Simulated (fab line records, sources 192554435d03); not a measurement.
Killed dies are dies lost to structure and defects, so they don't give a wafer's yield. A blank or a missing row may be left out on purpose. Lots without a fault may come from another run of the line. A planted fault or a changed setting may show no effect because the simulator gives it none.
fab line records | flow n5_finfet
record lots=7 wafers=19 last_day=17
route steps=1938 shown BEOL_M4@1089 PASSIVATION@1936
lots that met no fault: from a run of the same line without faults
start_h: hours from the record's first day to the start of the lot's first wafer shown | wait_h: hours since the lot's step before | " the same as in the row above | L1.1+2: a row that stands for several wafers | - no value, or no start given | * or withheld: withheld | < > ~ a bound
route shown NAME@n: a module of which the file shows steps, and the number in the route of the first | usual: mean/standard deviation of fault-free wafers | same: alike in all rows | chamber/n: place in a boat | sites: the reading at each site | _std_site: their standard deviation | _edge_site: outer sites' mean less inner sites' | radius_mm: how far each site lies from the wafer's centre | mask NAME#n: copy n | behind: the tool/chamber that last shaped the wafer | hold: why the lot was held/for how many hours/how that ended | device: the transistor (n, p or np) that didn't switch | end of line: the same wafers' tests at the end of the route | a step without rows: its recipe alone | killed: dies lost to structure and defects at the first sort, not the wafer's yield | map: a wafer's dies, x killed, . not, _ none there
set.NAME: the setting as run; set.NAME@STEP: as run at that earlier step | model.NAME: the simulator's own value behind a step, which no gauge read
lots at some steps of the route; a table a step, a row a wafer
services: from which hour (start_h, from the record's first day; less than 0 if before it) a tool's chamber was out of use, for how many hours, and why
## steps
# step N5_BEOL_M4_ANNEAL_82
# recipe temp_c=400 time_s=240 ambient=vacuum
# step N5_BEOL_M4_SPUTTER_86
# recipe material=Cu target_thk_a=45 temp_c=-20 chamber_pressure_pa=0.07 power_w=withheld time_s=8.29
# usual throttle_valve_pct=30.1/1.1
# columns lot.wafer tool chamber start_h wait_h throttle_valve_pct
L178.1 pvd_sputter-01 - 173.44 0.1 31.1
L178.2 " - " " 29.5
L178.3 " - " " 29.0
L181.3 pvd_sputter-01 - 185.03 0.1 29.7
L181.4 " - " " 28.7
L181.5 " - " " 29.2
L182.1 pvd_sputter-01 - 190.46 0.1 29.1
L182.2 " - " " 30.9
L182.6 " - " " 28.8
L186.2 pvd_sputter-02 - 213.77 0.1 31.1
L186.3 " - " " 29.5
L186.6 " - " " 31.0
L197.2 pvd_sputter-03 - 294.45 0.1 31.4
L197.3 " - " " 31.3
L197.6 " - " " 28.8
L196.2 pvd_sputter-01 - 295.05 0.1 31.1
L196.4 " - " " 28.7
L199.4 pvd_sputter-02 - 299.65 0.1 31.3
L199.5 " - " " 31.0
# step N5_BEOL_M4_ANNEAL_87
# recipe temp_c=400 time_s=240 ambient=vacuum
# step N5_BEOL_M4_SPUTTER_88
# recipe material=Cu target_thk_a=45 temp_c=-20 chamber_pressure_pa=0.07 power_w=withheld time_s=8.29
# step N5_BEOL_M4_ANNEAL_89
# recipe temp_c=400 time_s=240 ambient=vacuum
# usual heater_power_w=858/70
# columns lot.wafer tool chamber start_h wait_h heater_power_w
L178.1 pvd_sputter-01 - 173.74 0.0 876
L178.2 " - " " 864
L178.3 " - " " 917
L181.3 pvd_sputter-01 - 185.33 0.0 829
L181.4 " - " " 941
L181.5 " - " " 955
L182.1 pvd_sputter-01 - 190.76 0.0 969
L182.2 " - " " 888
L182.6 " - " " 997
L186.2 pvd_sputter-02 - 214.07 0.0 867
L186.3 " - " " 789
L186.6 " - " " 783
L197.2 pvd_sputter-03 - 294.75 0.0 933
L197.3 " - " " 869
L197.6 " - " " 836
L196.2 pvd_sputter-01 - 295.35 0.0 871
L196.4 " - " " 903
L199.4 pvd_sputter-02 - 299.95 0.0 859
L199.5 " - " " 901
# step N5_BEOL_M4_SPUTTER_90
# recipe material=Cu target_thk_a=45 temp_c=-20 chamber_pressure_pa=0.07 power_w=withheld time_s=8.29
# usual throttle_valve_pct=30.1/1.1
# columns lot.wafer tool chamber start_h wait_h throttle_valve_pct
L178.1 pvd_sputter-01 - 173.88 0.1 31.2
L178.2 " - " " 29.6
L178.3 " - " " 28.7
L181.3 pvd_sputter-01 - 185.47 0.1 29.6
L181.4 " - " " 28.8
L181.5 " - " " 28.9
L182.1 pvd_sputter-01 - 190.90 0.1 28.9
L182.2 " - " " 31.2
L182.6 " - " " 29.0
L186.2 pvd_sputter-02 - 214.21 0.1 31.1
L186.3 " - " " 29.5
L186.6 " - " " 31.1
L197.2 pvd_sputter-03 - 294.89 0.1 31.6
L197.3 " - " " 31.3
L197.6 " - " " 28.7
L196.2 pvd_sputter-01 - 295.49 0.1 31.1
L196.4 " - " " 28.7
L199.4 pvd_sputter-02 - 300.09 0.1 31.2
L199.5 " - " " 31.0
# step N5_BEOL_M4_ANNEAL_91
# recipe temp_c=400 time_s=240 ambient=vacuum
# usual heater_power_w=860/71
# columns lot.wafer tool chamber start_h wait_h heater_power_w
L178.1 pvd_sputter-01 - 173.96 0.0 879
L178.2 " - " " 820
L178.3 " - " " 934
L181.3 pvd_sputter-01 - 185.55 0.0 831
L181.4 " - " " 947
L181.5 " - " " 945
L182.1 pvd_sputter-01 - 190.98 0.0 958
L182.2 " - " " 887
L182.6 " - " " 970
L186.2 pvd_sputter-02 - 214.29 0.0 870
L186.3 " - " " 786
L186.6 " - " " 766
L197.2 pvd_sputter-03 - 294.97 0.0 938
L197.3 " - " " 883
L197.6 " - " " 831
L196.2 pvd_sputter-01 - 295.57 0.0 878
L196.4 " - " " 917
L199.4 pvd_sputter-02 - 300.17 0.0 859
L199.5 " - " " 911
# step N5_BEOL_M4_SPUTTER_92
# recipe material=Cu target_thk_a=45 temp_c=-20 chamber_pressure_pa=0.07 power_w=withheld time_s=8.29
# step N5_BEOL_M4_ANNEAL_93
# recipe temp_c=400 time_s=240 ambient=vacuum
# step N5_BEOL_M4_SPUTTER_94
# recipe material=Cu target_thk_a=45 temp_c=-20 chamber_pressure_pa=0.07 power_w=withheld time_s=8.29
# step N5_BEOL_M4_ANNEAL_95
# recipe temp_c=400 time_s=240 ambient=vacuum
# usual heater_power_w=860/69
# columns lot.wafer tool chamber start_h wait_h heater_power_w
L178.1 pvd_sputter-01 - 174.40 0.0 888
L178.2 " - " " 823
L178.3 " - " " 941
L181.3 pvd_sputter-01 - 185.99 0.0 821
L181.4 " - " " 943
L181.5 " - " " 978
L182.1 pvd_sputter-01 - 191.42 0.0 977
L182.2 " - " " 873
L182.6 " - " " 948
L186.2 pvd_sputter-02 - 214.73 0.0 876
L186.3 " - " " 796
L186.6 " - " " 774
L197.2 pvd_sputter-03 - 295.41 0.0 925
L197.3 " - " " 887
L197.6 " - " " 836
L196.2 pvd_sputter-01 - 296.01 0.0 894
L196.4 " - " " 916
L199.4 pvd_sputter-02 - 300.61 0.0 869
L199.5 " - " " 885
# step N5_BEOL_M4_SPUTTER_96
# recipe material=Cu target_thk_a=45 temp_c=-20 chamber_pressure_pa=0.07 power_w=withheld time_s=8.29
# step N5_BEOL_M4_ECD_50
# recipe material=Cu target_thk_a=3000
# columns lot.wafer tool chamber start_h wait_h model.Cu_of_BEOL_M4_ECD_50.thk_nm
L178.1 ecd_cu-01 1 174.66 0.1 294.4
L178.2 " 0 " " 298.4
L178.3 " 1 " " 300.2
L181.3 ecd_cu-02 1 186.26 0.1 301
L181.4 " 0 " " 300.8
L181.5 " 0 " " 300.4
L182.1 ecd_cu-01 1 191.68 0.1 299.6
L182.2 " 0 " " 301
L182.6 " 1 " " 297.8
L186.2 ecd_cu-02 0 214.99 0.1 297.2
L186.3 " 1 " " 301.6
L186.6 " 1 " " 302.6
L197.2 ecd_cu-02 0 295.66 0.1 206.8
L197.3 " 1 " " 303.4
L197.6 " 1 " " 298
L196.2 ecd_cu-02 1 296.26 0.1 211.8
L196.4 " 1 " " 208.4
L199.4 ecd_cu-02 1 300.88 0.1 208
L199.5 " 0 " " 297
# step N5_BEOL_M4_ANNEAL_51
# recipe temp_c=225 time_s=90 ambient=N2
# step N5_BEOL_M4_CMP_52
# recipe stop_on=SiOC t_overpolish_s=6.8 down_force_psi=1 platen_rpm=50 clearing_platen_down_force_psi=1.5 clearing_platen_rpm=50 post_cmp_clean=cu_alkaline target_thk_nm=40 clearing_platen_pad_velocity_m_s=0.99484 pad_velocity_m_s=0.99484
# usual motor_current_A=6.3/0.74 retaining_ring_pressure_frac=1.000/0.0049 slurry_flow_ml_min=150.0/0.46 time_to_endpoint_s=63/3.2
# columns lot.wafer tool chamber start_h wait_h motor_current_A retaining_ring_pressure_frac slurry_flow_ml_min time_to_endpoint_s
L178.1 cmp-04 3 175.04 0.3 6.6 1.002 149.7 62
L178.2 " 1 " " 4.9 1.001 150.5 59
L178.3 " 2 " " 5.4 1.002 149.8 64
L181.3 cmp-01 2 186.62 0.2 6.5 0.996 149.6 65
L181.4 " 1 " " 6.3 1.000 149.8 63
L181.5 " 2 " " 6.4 1.013 150.1 63
L182.1 cmp-03 1 192.06 0.3 6.7 1.000 150.0 69
L182.2 " 3 " " 7.5 0.994 150.3 69
L182.6 " 2 " " 6.8 0.998 150.1 69
L186.3 cmp-01 3 215.37 0.2 6.4 1.004 149.4 61
L186.2 " 1 " " 6.2 1.005 149.9 63
L186.6 " 3 " " 6.9 1.004 149.3 61
L197.3 cmp-01 3 296.08 0.2 6.9 1.006 149.3 62
L197.2 " 0 " " 6.2 0.996 150.0 42
L197.6 " 2 " " 6.5 0.994 150.2 62
L196.2 cmp-01 3 296.71 0.3 6.7 1.001 150.1 43
L196.4 " 0 " " 6.2 0.999 149.1 41
L199.4 cmp-04 2 301.60 0.1 5.2 1.000 150.0 49
L199.5 " 2 " " 5.3 1.001 150.3 68
# step N5_BEOL_M4_THK_MEAS_53
# recipe thk_meas_gauge=xrf reads=Cu_of_BEOL_M4_ECD_50
# usual M4_THK=40.2/1.4
# columns lot.wafer tool chamber start_h wait_h M4_THK[nm]
L178.1 film_metro-01 - 175.34 - 39.8
L178.2 " - " " 39.0
L178.3 " - " " 38.9
L181.3 film_metro-01 - 186.92 - 37.8
L181.4 " - " " 40.1
L181.5 " - " " 40.4
L182.1 film_metro-01 - 192.35 - 40.5
L182.2 " - " " 40.8
L182.6 " - " " 42.7
L186.2 film_metro-02 - 215.66 - 38.6
L186.3 " - " " 37.7
L186.6 " - " " 38.6
L197.2 film_metro-01 - 296.34 - 40.5
L197.3 " - " " 39.1
L197.6 " - " " 41.6
L196.2 film_metro-01 - 296.97 - 39.4
L196.4 " - " " 40.2
L199.4 film_metro-01 - 301.90 - 40.8
L199.5 " - " " 40.7
# step N5_BEOL_M4_RC_MEAS_101
# usual DIBL_N=37.0/1.7 DIBL_P=36.7/2 IOFF_N=0.17/0.035 IOFF_P=0.22/0.035 ION_N=672/12 ION_P=461/7.5 SS_N=71.6/0.67 SS_P=73.4/0.64 VT_N=250/3.5 VT_P=-250/3.5
# columns lot.wafer tool chamber start_h wait_h DIBL_N[mV/V] DIBL_P[mV/V] IOFF_N[nA/um] IOFF_P[nA/um] ION_N[uA/um] ION_P[uA/um] SS_N[mV/dec] SS_P[mV/dec] VT_N[mV] VT_P[mV]
L178.1 prober-02 0 176.11 0.0 35.6 35.6 0.14 0.18 668 459 71.3 72.6 249 -252
L178.2 " 0 " " 34.7 34.5 0.13 0.16 660 455 71.0 72.1 253 -253
L178.3 " 0 " " 36.7 37.2 0.17 0.20 678 466 71.0 72.8 247 -253
L181.3 prober-02 0 187.62 0.3 37.1 37.4 0.18 0.26 689 474 70.9 73.6 247 -248
L181.4 " 0 " " 34.3 33.4 0.13 0.19 655 455 71.2 72.7 250 -252
L181.5 " 0 " " 36.9 37.0 0.18 0.26 674 463 72.4 74.1 247 -245
L182.1 prober-01 0 192.66 0.0 37.1 36.3 0.16 0.21 675 462 71.6 74.1 249 -247
L182.2 " 0 " " 37.1 35.7 0.15 0.19 662 453 71.2 73.9 252 -253
L182.6 " 0 " " 37.6 36.5 0.16 0.20 683 461 71.2 73.5 248 -251
L186.2 prober-02 0 216.16 0.2 38.0 38.1 0.19 0.24 674 454 72.5 73.4 247 -248
L186.3 " 0 " " 34.9 33.9 0.13 0.18 668 454 71.3 72.9 256 -254
L186.6 " 0 " " 36.8 36.7 0.16 0.21 677 461 71.5 73.6 248 -250
L197.2 prober-01 0 296.80 0.2 33.8 34.2 0.10 0.15 634 451 71.0 72.2 258 -253
L197.3 " 0 " " 34.5 36.4 0.12 0.18 658 458 71.1 72.6 258 -250
L197.6 " 0 " " 33.9 35.1 0.11 0.17 653 449 71.3 72.6 256 -254
L196.2 prober-02 0 297.45 0.2 40.7 41.4 0.27 0.30 693 471 72.5 75.2 241 -248
L196.4 " 0 " " 39.9 39.9 0.24 0.27 683 455 72.4 74.1 244 -247
L199.4 prober-02 0 302.67 0.5 37.7 39.0 0.17 0.21 667 457 72.5 74.0 251 -252
L199.5 " 0 " " 39.2 39.0 0.19 0.21 674 460 72.1 73.5 248 -250
# step N5_PASSIVATION_PROBE_49
# usual defect_limited_yield=91.1/1.3 killed_at_M0_to_M3=35/11 killed_at_M4_up=13/5.4 killed_at_contacts=14/6.5 killed_at_front_end=41/11 killed_at_other=4/3.1 killed_dies=106/15 killed_open=69/12 killed_short=35/7 sort_bin_5_function=5.2/0.86 sort_bin_6_memory=3.4/0.64 sort_bin_8_speed=0.00/0.049 sort_n_pass=1074/15 sort_yield_pct=91.0/1.3
# same gross_dies=1180 killed_at_back_side=0 sort_bin_4_leakage[%]=0
# columns lot.wafer tool chamber start_h wait_h defect_limited_yield[%] killed_at_M0_to_M3 killed_at_M4_up killed_at_contacts killed_at_front_end killed_at_other killed_dies killed_open killed_short sort_bin_5_function[%] sort_bin_6_memory[%] sort_bin_8_speed[%] sort_n_pass sort_yield_pct[%]
L178.1 prober-01 - 271.04 0.0 90.6 29 9 12 59 2 111 80 31 5.3 3.8 0 1069 90.6
L178.2 prober-01 - 271.09 0.1 89.7 35 6 17 58 6 122 78 36 5.9 3.7 0 1058 89.7
L178.3 prober-01 - 271.14 0.1 91.8 30 9 11 40 7 97 57 40 4.6 2.9 0 1083 91.8
L182.1 prober-02 - 293.44 0.0 90.4 32 11 16 50 4 113 71 40 6.2 3.3 0 1067 90.4
L182.2 prober-02 - 293.49 0.1 92.5 31 6 10 28 13 88 52 34 4.2 2.3 0 1092 92.5
L182.6 prober-02 - 293.69 0.3 92.1 34 7 16 29 7 93 67 23 4.9 2.8 0 1087 92.1
L186.2 prober-02 - 314.50 0.1 93.1 28 16 7 28 3 82 56 23 4.4 2.4 0 1098 93.1
L186.3 prober-02 - 314.55 0.1 93.1 39 8 10 22 3 82 52 26 4.2 2.4 0 1098 93.1
L186.6 prober-02 - 314.70 0.3 91.4 52 13 9 28 0 102 66 31 5.7 2.7 0 1078 91.4
L196.4 prober-02 - 398.87 0.7 90.8 35 13 14 44 3 109 67 37 4.9 3.9 0 1071 90.8
L199.4 prober-02 - 413.40 0.2 90.3 40 8 18 42 7 115 72 41 4.9 4.4 0 1065 90.3
L199.5 prober-02 - 413.45 0.2 88.8 47 15 10 55 5 132 84 46 6.6 4.2 0 1048 88.8
# killed by level:class
L178.1 STI_FIN_REVEAL:geometric_particle:open=20 MOL_CONTACT_COAG:geometric_particle:open=11 BEOL_M3:geometric_particle:open=10 FIN_SAQP:geometric_particle:open=8 BEOL_M0_SAQP:geometric_particle:open=7 GATE_CUT:geometric_particle:short=6 FIN_SAQP:geometric_particle:short=5 BEOL_M0_SAQP:geometric_particle:short=5
L178.2 BEOL_M1:geometric_particle:open=13 MOL_CONTACT_COAG:geometric_particle:open=12 FIN_SAQP:geometric_particle:open=11 BEOL_M3:geometric_particle:open=9 STI_FIN_REVEAL:geometric_particle:open=7 HKMG_FIN:area_etch=7 FIN_SAQP:geometric_particle:short=6 DUMMY_GATE:geometric_particle:open=5
L178.3 STI_FIN_REVEAL:geometric_particle:open=7 MOL_CONTACT_COAG:geometric_particle:open=7 BEOL_M0_SAQP:geometric_particle:open=7 DUMMY_GATE:geometric_particle:open=6 BEOL_M0_SAQP:geometric_particle:short=6 ILD0:geometric_particle:short=4 GATE_CUT:geometric_particle:open=4 MOL_CONTACT_COAG:geometric_particle:short=4
L182.1 MOL_CONTACT_COAG:geometric_particle:open=15 BEOL_M0_SAQP:geometric_particle:open=11 STI_FIN_REVEAL:geometric_particle:open=9 BEOL_M0_SAQP:geometric_particle:short=9 FIN_SAQP:geometric_particle:open=7 GATE_CUT:geometric_particle:short=7 FIN_SAQP:geometric_particle:short=5 DUMMY_GATE:geometric_particle:open=5
L182.2 BEOL_M0_SAQP:geometric_particle:open=11 MOL_CONTACT_COAG:geometric_particle:open=8 BEOL_M0_SAQP:geometric_particle:short=6 BEOL_M2:geometric_particle:open=5 GATE_CUT:geometric_particle:short=4 PASS1_CAP:geometric_particle:open=4 FIN_SAQP:geometric_particle:short=3 STI_FIN_REVEAL:geometric_particle:open=3
L182.6 MOL_CONTACT_COAG:geometric_particle:open=13 STI_FIN_REVEAL:geometric_particle:open=9 BEOL_M0:geometric_particle:open=8 DUMMY_GATE:geometric_particle:open=6 BEOL_M0_SAQP:geometric_particle:short=6 FIN_SAQP:geometric_particle:open=5 BEOL_M0_SAQP:geometric_particle:open=4 BEOL_M3:geometric_particle:open=4
L186.2 STI_FIN_REVEAL:geometric_particle:open=8 BEOL_M1:geometric_particle:open=8 BEOL_M3:geometric_particle:open=8 MOL_CONTACT_COAG:geometric_particle:open=7 BEOL_M4:geometric_particle:open=7 FIN_SAQP:geometric_particle:short=4 DUMMY_GATE:geometric_particle:open=3 ILD0:geometric_particle:short=3
L186.3 BEOL_M3:geometric_particle:open=10 BEOL_M0_SAQP:geometric_particle:open=8 MOL_CONTACT_COAG:geometric_particle:open=7 BEOL_M0_SAQP:geometric_particle:short=7 GATE_CUT:geometric_particle:short=6 BEOL_M1:geometric_particle:open=5 BEOL_M2:geometric_particle:open=5 BEOL_M4:geometric_particle:open=4
L186.6 BEOL_M3:geometric_particle:open=14 BEOL_M0_SAQP:geometric_particle:open=10 BEOL_M1:geometric_particle:open=9 MOL_CONTACT_COAG:geometric_particle:open=8 BEOL_M0_SAQP:geometric_particle:short=8 FIN_SAQP:geometric_particle:short=6 GATE_CUT:geometric_particle:open=5 STI_FIN_REVEAL:geometric_particle:open=4
L196.4 MOL_CONTACT_COAG:geometric_particle:open=13 BEOL_M0_SAQP:geometric_particle:open=10 DUMMY_GATE:geometric_particle:open=7 BEOL_M0_SAQP:geometric_particle:short=7 BEOL_M4:geometric_particle:open=6 FIN_SAQP:geometric_particle:open=4 BEOL_M0:geometric_particle:open=4 STARTING-WAFER:geometric_particle:open=4
L199.4 BEOL_M0_SAQP:geometric_particle:short=14 MOL_CONTACT_COAG:geometric_particle:open=13 FIN_SAQP:geometric_particle:open=12 FIN_SAQP:geometric_particle:short=10 STI_FIN_REVEAL:geometric_particle:open=9 BEOL_M0_SAQP:geometric_particle:open=8 BEOL_M3:geometric_particle:open=7 BEOL_M1:geometric_particle:open=5
L199.5 STI_FIN_REVEAL:geometric_particle:open=14 BEOL_M0_SAQP:geometric_particle:open=13 FIN_SAQP:geometric_particle:short=10 BEOL_M0_SAQP:geometric_particle:short=9 MOL_CONTACT_COAG:geometric_particle:open=8 BEOL_M1:geometric_particle:open=8 GATE_CUT:geometric_particle:open=7 BEOL_M4:geometric_particle:short=7
## services
# columns tool chamber start_h hours kind
pvd_sputter-03 - 172.58 5.0 repair
cmp-01 - 174.91 4.0 pm
cmp-01 - 178.91 - consumable_replace:conditioner
cmp-01 - 178.91 - consumable_replace:pad
cmp-01 - 180.08 0.8 repair
ecd_cu-02 - 187.65 16.5 repair
cmp-04 - 225.44 6.5 pm
cmp-04 - 233.70 2.4 repair
cmp-01 - 244.66 2.3 repair
cmp-04 - 247.05 0.4 repair
cmp-04 - 267.62 0.9 repair
cmp-04 - 274.84 1.9 repair
cmp-03 - 285.31 2.6 repair
cmp-04 - 296.20 0.9 repair
cmp-04 - 297.43 2.3 repair
## key
first_sign step=N5_BEOL_M4_CMP_52 reading=time_to_endpoint_s direction=down sigmas=6.1 usual=* struck=*
effect none on later readings
model_effect step=N5_BEOL_M4_ECD_50 value=Cu_of_BEOL_M4_ECD_50.thk_nm without=299.2 struck=208.8
met_at N5_BEOL_M4_ECD_50
struck_wafers L196.2,L196.4,L197.2,L199.4
onset_between 214.99 295.66
fault kind=process_parameter_drift tool=ecd_cu-02 chamber=- onset_h=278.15 steps=N5_BEOL_M4_ECD_50 channel=target_thk_a offset=* shape=step end_h=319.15 scope=struck_wafers_only acts_in=* stated=*
